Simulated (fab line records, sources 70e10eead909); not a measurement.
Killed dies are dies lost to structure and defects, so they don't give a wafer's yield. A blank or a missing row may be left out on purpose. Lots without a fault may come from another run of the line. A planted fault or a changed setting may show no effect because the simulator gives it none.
A struck lot beside a sound one | flow nand_harc | 15 steps out of a route of 1159
Sound: wafers L595.3, L595.4, L595.6. Struck: wafers L604.1, L604.4, L604.6. The cause comes at the end.
At each step with rows: each side's tool, then ch and its chambers, then its first start. Under that, the readings that differ: sound wafers | struck wafers | difference of the means | sigmas: that difference in standard deviations of wafers without a fault.
alike: readings whose means differ by less than 2 such deviations, and words and numbers that are the same on both sides. not compared: withheld readings, readings that some wafer has no value for, bounds like >300 that may hide the same value, and numbers for which the record gives no deviation and whose values overlap.
The two part at a step that has a row with sigmas, a row that says differs or no value, or rows on one side only. Numbers that don't overlap but have no deviation are shown without sigmas and don't part them. A reading that every wafer of one side lacks parts them only if that side has two wafers or more.

first, 8 steps without rows for these wafers: NHARC_A_CHANNEL_HOLE_D1_COAT_36 (time 75 s); NHARC_A_CHANNEL_HOLE_D1_COAT_37 (time 65 s); NHARC_A_CHANNEL_HOLE_D1_COAT_04 (resist thk 90 nm); NHARC_A_CHANNEL_HOLE_D1_SOFTBAKE_05 (time 55 s); NHARC_A_CHANNEL_HOLE_D1_EBR_06; NHARC_A_CHANNEL_HOLE_D1_EXPOSE_07 (exposes mask HOLE D1, target cd 100 nm); NHARC_A_CHANNEL_HOLE_D1_PEB_08 (peb time 65 s); NHARC_A_CHANNEL_HOLE_D1_DEVELOP_09 (develop time 35 s).
NHARC_A_CHANNEL_HOLE_D1_CD_MEAS_10: target cd 100 nm.
  sound on cd_sem-03 ch 0, day 8 17:26; struck on cd_sem-01 ch 0, day 10 11:58
  alike: cd_nm
NHARC_A_CHANNEL_HOLE_D1_OVL_MEAS_11:
  sound on overlay-02, day 8 17:31; struck on overlay-01, day 10 12:04
  alike: overlay_x_nm, overlay_y_nm
NHARC_A_CHANNEL_HOLE_D1_INSPECT_12:
  sound on defect_inspect-02, day 8 17:34; struck on defect_inspect-01, day 10 12:05
  alike: raw_defect_count
NHARC_A_CHANNEL_HOLE_D1_DESCUM_15: chemistry O2, time 3 s.
  sound on rie_diel-10 ch 0,2, day 8 17:37; struck on rie_diel-07 ch 0,1,3, day 10 12:10
  alike: drypump_motor_current_A, oes_product_au, rf_vpp_V, showerhead_plenum_p_Torr, throttle_valve_pct
  not compared: rf_hours_counter_h
NHARC_A_CHANNEL_HOLE_D1_ETCH_38: etches the open film in CF4, target depth 39 nm, time 65 s.
  sound on rie_diel-10 ch 1,2,3, day 8 17:43; struck on rie_diel-10 ch 0,1, day 10 12:16
  no value came back on the struck wafers for any of 7 readings (bias_w (W), cf4_flow_sccm (sccm) and others); on the sound wafers bias_w (W) reads 100.10 100.02 99.76
  not compared: rf_hours_counter_h
NHARC_A_CHANNEL_HOLE_D1_ETCH_39: etches the open film in N2/H2, target depth 260 nm, time 325 s.
  sound on rie_diel-10 ch 0,1,3; struck on rie_diel-10 ch 0,2, day 10 12:22
  alike: bias_w, chamber_pressure_mTorr, drypump_motor_current_A, oes_product_au, rf_vpp_V, showerhead_plenum_p_Torr, throttle_valve_pct
  not compared: rf_hours_counter_h
-- the record jumps here: 11 days lie between the struck wafers' starts before and after (it left off in module A_CHANNEL_HOLE_D1 and takes up again in module END, whose first step shown is number 1159 of the route) --
NHARC_END_SORT_01:
  sound on prober-02 ch 0, day 19 13:56; struck on prober-01 ch 0, day 21 12:55
  reading         | sound    | struck      | difference | sigmas
  killed_at_array | 27 37 35 | 676 676 676 | +643       | +75
  killed_dies     | 29 39 41 | 677 677 677 | +641       | +74
  alike: killed_at_other, killed_at_periphery, killed_open, killed_short

WHERE THEY PART
First at NHARC_A_CHANNEL_HOLE_D1_ETCH_38; last, within this record, at NHARC_END_SORT_01.

WHY: what the simulator had put in
Skipped step whole: rie_diel-10, from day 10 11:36 on, at NHARC_A_CHANNEL_HOLE_D1_ETCH_38. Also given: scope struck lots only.
